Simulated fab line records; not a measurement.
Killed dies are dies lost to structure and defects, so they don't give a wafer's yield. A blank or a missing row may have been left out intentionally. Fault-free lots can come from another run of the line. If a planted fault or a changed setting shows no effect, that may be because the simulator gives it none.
Matching of chambers :: flow n5 finfet :: pecvd-01 running N5_BEOL_M15_DEP_53: 3 sister chambers
The step deposits SiCN from 3MS/NH3, target thk 50 nm, time 17.8 s. 3 wafers are shown with their chamber, then 12 later ones without.

EACH WAFER AND ITS CHAMBER
wafer: L087.6
chamber: 2
throttle valve pct (%): 17.9

wafer: L092.4
chamber: 0
throttle valve pct (%): 18.1

wafer: L092.6
chamber: 1
throttle valve pct (%): 18.5

WAFERS WITHOUT THEIR CHAMBER
wafer: L091.1
throttle valve pct (%): 18.0

wafer: L091.4
throttle valve pct (%): 18.5

wafer: L091.5
throttle valve pct (%): 18.9

wafer: L093.1
throttle valve pct (%): 18.2

wafer: L093.4
throttle valve pct (%): 17.9

wafer: L093.6
throttle valve pct (%): 18.2

wafer: L094.1
throttle valve pct (%): 18.2

wafer: L094.2
throttle valve pct (%): 18.4

wafer: L094.6
throttle valve pct (%): 18.1

wafer: L096.1
throttle valve pct (%): 17.9

wafer: L096.4
throttle valve pct (%): 18.2

wafer: L096.6
throttle valve pct (%): 17.8

WHICH CHAMBER EACH WENT THROUGH
wafer: L091.1
from the rows above: can't be placed: 0 or 2
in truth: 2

wafer: L091.4
from the rows above: 1
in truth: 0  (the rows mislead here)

wafer: L091.5
from the rows above: 1
in truth: 1

wafer: L093.1
from the rows above: can't be placed: 0 or 1 or 2
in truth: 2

wafer: L093.4
from the rows above: can't be placed: 2 or 0
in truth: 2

wafer: L093.6
from the rows above: can't be placed: 0 or 1 or 2
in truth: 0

wafer: L094.1
from the rows above: can't be placed: 0 or 1 or 2
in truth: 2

wafer: L094.2
from the rows above: can't be placed: 1 or 0
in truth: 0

wafer: L094.6
from the rows above: can't be placed: 0 or 2
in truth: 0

wafer: L096.1
from the rows above: can't be placed: 2 or 0
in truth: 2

wafer: L096.4
from the rows above: can't be placed: 0 or 1 or 2
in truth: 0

wafer: L096.6
from the rows above: can't be placed: 2 or 0
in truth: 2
Correctly placed: 1 of 12. Not placeable from these rows: 10 (in 10, the candidates include the true chamber). 1 placed wrongly.
How it was worked out, from the rows above alone: a wafer's distance from a chamber is the root of the sum, over the readings, of the square of ((its reading less the chamber's mean) divided by the reading's scatter). If the next closest chamber is less than 2 further off than the closest, the wafer can't be placed; otherwise it belongs to the closest. Each chamber's mean is taken over the wafers shown for it. The scatter: root of mean squared gap, hidden wafer to nearest shown wafer, with one shown wafer a chamber.
